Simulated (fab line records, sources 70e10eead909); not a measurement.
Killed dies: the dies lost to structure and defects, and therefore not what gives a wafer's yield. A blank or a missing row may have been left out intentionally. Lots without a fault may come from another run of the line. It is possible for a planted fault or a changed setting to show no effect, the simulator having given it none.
Which tool did it? -- flow nand_harc -- 72 wafers from 24 lots sampled at 4 of the route's 1159 steps

WHAT EACH GAUGE READ, for each wafer
NHARC_P_GATE_CD_MEAS_46: target cd 720 nm. Usual: cd_nm 719.9 nm, standard deviation 1.4.
lot,measured,on,cd_nm (nm),flag
L075,day 5 07:41,cd_sem-02,720.5 721.4 719.0,
L074,day 5 07:50,cd_sem-01,719.0 720.9 720.4,
L077,day 5 22:05,cd_sem-03,723.8 721.1 721.1,
L076,day 5 22:59,cd_sem-02,720.9 720.6 719.0,
L078,day 6 02:37,cd_sem-03,718.9 718.0 718.1,
L079,day 6 12:55,cd_sem-01,721.9 721.3 719.4,
L080,day 6 22:21,cd_sem-03,720.6 719.4 718.5,
L081,day 6 22:31,cd_sem-01,720.4 720.2 723.5,
L082,day 7 10:44,cd_sem-03,718.8 718.8 719.2,
L084,day 7 16:45,cd_sem-02,719.9 720.8 721.1,
L083,day 7 17:08,cd_sem-03,721.3 720.4 721.9,
L087,day 8 09:14,cd_sem-03,719.5 720.9 720.1,
L086,day 8 09:36,cd_sem-03,722.4 716.9 719.7,
L088,day 8 10:03,cd_sem-01,721.5 720.6 720.2,
L085,day 8 15:27,cd_sem-01,719.6 719.1 718.3,
L089,day 9 04:58,cd_sem-02,719.0 720.5 719.2,
L090,day 9 05:43,cd_sem-02,720.3 720.5 721.0,
L091,day 9 11:34,cd_sem-01,720.3 718.2 720.2,
L093,day 9 20:29,cd_sem-02,718.3 718.4 720.6,
L092,day 9 21:08,cd_sem-01,719.7 719.8 719.9,
L094,day 10 04:50,cd_sem-01,718.8 719.6 719.5,
L095,day 10 09:14,cd_sem-03,720.3 720.6 719.6,
L096,day 10 19:35,cd_sem-02,716.8 718.1 716.7,
L097,day 10 23:43,cd_sem-01,720.5 720.5 721.9,

NHARC_P_M0_INSPECT_27. Usual: raw_defect_count 309, standard deviation 130.
lot,measured,on,raw_defect_count,flag
L075,day 6 08:22,defect_inspect-01,437 336 374,
L074,day 6 08:53,defect_inspect-02,370 202 231,
L077,day 6 18:10,defect_inspect-01,314 255 548,
L076,day 6 18:38,defect_inspect-01,311 387 413,
L078,day 6 19:02,defect_inspect-01,240 270 275,
L079,day 7 05:37,defect_inspect-02,494 346 261,
L080,day 7 13:26,defect_inspect-01,299 155 231,
L081,day 7 14:02,defect_inspect-01,419 353 392,
L082,day 8 01:50,defect_inspect-02,193 370 205,
L084,day 8 08:16,defect_inspect-02,316 317 267,
L083,day 8 19:07,defect_inspect-02,278 176 252,
L087,day 9 05:26,defect_inspect-01,220 280 408,
L086,day 9 05:46,defect_inspect-01,156 298 216,
L088,day 9 05:20,defect_inspect-02,318 253 483,
L085,day 9 06:32,defect_inspect-02,156 167 263,
L089,day 10 04:17,defect_inspect-02,163 137 228,
L090,day 10 04:55,defect_inspect-02,372 295 278,
L091,day 10 05:32,defect_inspect-02,279 236 224,
L093,day 10 12:10,defect_inspect-02,294 175 352,
L092,day 10 13:05,defect_inspect-02,220 295 395,
L094,day 10 20:20,defect_inspect-01,235 197 289,
L095,day 11 01:35,defect_inspect-02,321 352 230,
L096,day 11 11:30,defect_inspect-01,495 583 866,
L097,day 11 15:29,defect_inspect-02,392 314 429,

WHAT TOOL EACH LOT RAN ON (gives the tool, then ch and the chambers of the sampled wafers, and finally the start)
lot,NHARC_P_GATE_RTA_64,NHARC_P_M0_DESCUM_14
L075,"rtp_anneal-02 ch 0, day 5 13:35","rie_diel-10 ch 0,1,3, day 6 05:50"
L074,"rtp_anneal-02 ch 0, day 5 13:55","rie_diel-10 ch 0,1,3, day 6 06:22"
L077,"rtp_anneal-01 ch 0, day 6 03:23","rie_diel-10 ch 2,3, day 6 15:40"
L076,"rtp_anneal-02 ch 0, day 6 04:13","rie_diel-08 ch 0,3, day 6 16:05"
L078,"rtp_anneal-01 ch 0, day 6 07:49","rie_diel-10 ch 0,3, day 6 16:28"
L079,"rtp_anneal-02 ch 0, day 6 18:16","rie_diel-08 ch 1,2, day 7 03:07"
L080,"rtp_anneal-02 ch 0, day 7 03:37","rie_diel-08 ch 0,1,3, day 7 10:56"
L081,"rtp_anneal-02 ch 0, day 7 04:03","rie_diel-08 ch 1,2, day 7 11:32"
L082,"rtp_anneal-01 ch 0, day 7 16:04","rie_diel-10 ch 0,1,2, day 7 23:23"
L084,"rtp_anneal-01 ch 0, day 7 22:05","rie_diel-13 ch 1,3, day 8 05:48"
L083,"rtp_anneal-01 ch 0, day 8 03:27","rie_diel-13 ch 0,1,3, day 8 16:17"
L087,"rtp_anneal-02 ch 0, day 8 14:40","rie_diel-13 ch 0,1,3, day 9 02:58"
L086,"rtp_anneal-02 ch 0, day 8 14:48","rie_diel-10 ch 1,2,3, day 9 03:14"
L088,"rtp_anneal-02 ch 0, day 8 15:43","rie_diel-10 ch 0,2,3, day 9 02:49"
L085,"rtp_anneal-02 ch 0, day 8 20:55","rie_diel-10 ch 1,2, day 9 03:58"
L089,"rtp_anneal-01 ch 0, day 9 10:15","rie_diel-10 ch 0,2, day 10 01:44"
L090,"rtp_anneal-02 ch 0, day 9 10:53","rie_diel-08 ch 0,3, day 10 02:16"
L091,"rtp_anneal-02 ch 0, day 9 16:46","rie_diel-10 ch 0,2, day 10 02:55"
L093,"rtp_anneal-02 ch 0, day 10 01:47","rie_diel-10 ch 0,1,2, day 10 09:38"
L092,"rtp_anneal-02 ch 0, day 10 02:43","rie_diel-10 ch 0,1, day 10 10:33"
L094,"rtp_anneal-01 ch 0, day 10 10:09","rie_diel-08 ch 0,1,2, day 10 17:47"
L095,"rtp_anneal-02 ch 0, day 10 14:33","rie_diel-10 ch 0, day 10 22:56"
L096,"rtp_anneal-02 ch 0, day 11 01:20","rie_diel-10 ch 1,2, day 11 08:54"
L097,"rtp_anneal-02 ch 0, day 11 04:53","rie_diel-13 ch 0,1,2, day 11 13:00"
- NHARC_P_GATE_RTA_64: time 1 s.
- NHARC_P_M0_DESCUM_14: chemistry O2, time 3 s.

AS READ BY THE TOOLS THEMSELVES (means over the sampled wafers that have a number; for cases with no such wafer, the mark the record gives instead)
NHARC_P_GATE_RTA_64. Usual: anneal_temp_c_max 1053.4, standard deviation 0.64; lamp_power_pct 38.6 %, standard deviation 0.45; wafer_temp_C_max 1057.2, standard deviation 1.9.
lot,tool,anneal_temp_c_max,lamp_power_pct (%),wafer_temp_C_max,flag
L075,rtp_anneal-02,1054.0,38.9,1059.0,
L074,rtp_anneal-02,1052.8,38.9,1058.5,
L077,rtp_anneal-01,1054.2,37.8,1056.5,
L076,rtp_anneal-02,1054.5,38.9,1057.6,
L078,rtp_anneal-01,1053.3,37.9,1054.6,
L079,rtp_anneal-02,1053.2,38.9,1057.0,
L080,rtp_anneal-02,1053.4,38.8,1058.5,
L081,rtp_anneal-02,1053.0,38.9,1057.2,
L082,rtp_anneal-01,1053.3,37.9,1054.8,
L084,rtp_anneal-01,1053.5,37.9,1055.2,
L083,rtp_anneal-01,1053.4,37.9,1054.0,
L087,rtp_anneal-02,1054.0,38.9,1058.3,
L086,rtp_anneal-02,1053.2,38.9,1058.6,
L088,rtp_anneal-02,1054.0,38.9,1058.7,
L085,rtp_anneal-02,1053.2,38.8,1056.5,
L089,rtp_anneal-01,1053.2,37.9,1055.8,
L090,rtp_anneal-02,1054.1,38.8,1058.2,
L091,rtp_anneal-02,1053.2,38.9,1057.1,
L093,rtp_anneal-02,1052.6,38.8,1058.3,
L092,rtp_anneal-02,1053.5,38.8,1057.8,
L094,rtp_anneal-01,1053.0,37.9,1054.9,
L095,rtp_anneal-02,1054.0,38.9,1058.2,
L096,rtp_anneal-02,1053.4,38.9,1056.7,
L097,rtp_anneal-02,1052.8,38.9,1058.6,

NHARC_P_M0_DESCUM_14. Usual: drypump_motor_current_A 5.6 A, standard deviation 0.51; mfc_ar_sccm 0.010 sccm, standard deviation 0.012; oes_product_au 1.003 a.u., standard deviation 0.0085; rf_vpp_V 57.9 V, standard deviation 0.82; showerhead_plenum_p_Torr 1.93 Torr, standard deviation 0.075; throttle_valve_pct 11.312 %, standard deviation 0.0095.
lot,tool,drypump_motor_current_A (A),mfc_ar_sccm (sccm),oes_product_au (a.u.),rf_vpp_V (V),showerhead_plenum_p_Torr (Torr),throttle_valve_pct (%),flag
L075,rie_diel-10,5.2,0.004,1.017,57.7,1.92,11.307,
L074,rie_diel-10,5.2,0.004,1.011,58.6,1.92,11.322,
L077,rie_diel-10,5.9,0.015,1.005,57.0,1.96,11.307,
L076,rie_diel-08,5.5,0.019,1.001,57.8,1.92,11.313,
L078,rie_diel-10,5.0,0.009,1.005,58.3,1.94,11.305,
L079,rie_diel-08,5.8,0.021,1.004,58.6,1.90,11.320,
L080,rie_diel-08,5.5,0.010,1.004,57.9,1.89,11.311,
L081,rie_diel-08,5.8,0.021,1.005,57.8,1.90,11.313,
L082,rie_diel-10,5.7,0.005,1.006,57.8,1.95,11.308,
L084,rie_diel-13,6.0,0.013,0.995,57.5,1.86,11.315,
L083,rie_diel-13,5.9,0.019,0.995,57.9,1.91,11.315,
L087,rie_diel-13,6.0,0.019,0.998,58.4,1.91,11.311,
L086,rie_diel-10,5.7,0.010,1.015,57.2,1.91,11.311,
L088,rie_diel-10,5.5,0.010,1.001,58.7,1.97,11.313,
L085,rie_diel-10,6.1,0.011,1.007,58.5,1.93,11.303,
L089,rie_diel-10,5.5,0.005,1.004,58.0,2.00,11.303,
L090,rie_diel-08,5.6,0.019,0.995,57.9,1.92,11.313,
L091,rie_diel-10,5.9,0.011,1.005,58.6,1.99,11.308,
L093,rie_diel-10,5.7,0.005,1.009,58.3,1.94,11.314,
L092,rie_diel-10,5.2,0.000,1.005,58.0,1.95,11.318,
L094,rie_diel-08,5.6,0.010,0.997,58.4,1.90,11.308,
L095,rie_diel-10,5.0,0.000,0.994,58.0,2.01,11.304,
L096,rie_diel-10,5.9,0.005,1.015,57.8,1.88,11.315,
L097,rie_diel-13,6.2,0.019,0.999,57.8,1.95,11.316,

THE ANSWER, worked out from the rows above alone
Rule: lot off if the mean of its wafers having a number is beyond 3 standard deviations from the usual mean. A lot without any number at a reading at which 4 lots or more have one is off too. The other lots that the step has rows for count as sound. After the gauges, taken in route order, come the tools' own readings; for these a lot's mean is taken, as printed above. At the first step where some lot is off, the reading lying furthest off is the one used; lots without a number count as furthest.
Nothing can be told from this: no lot is off at any reading shown.

WHAT WAS PUT IN BY THE SIMULATOR
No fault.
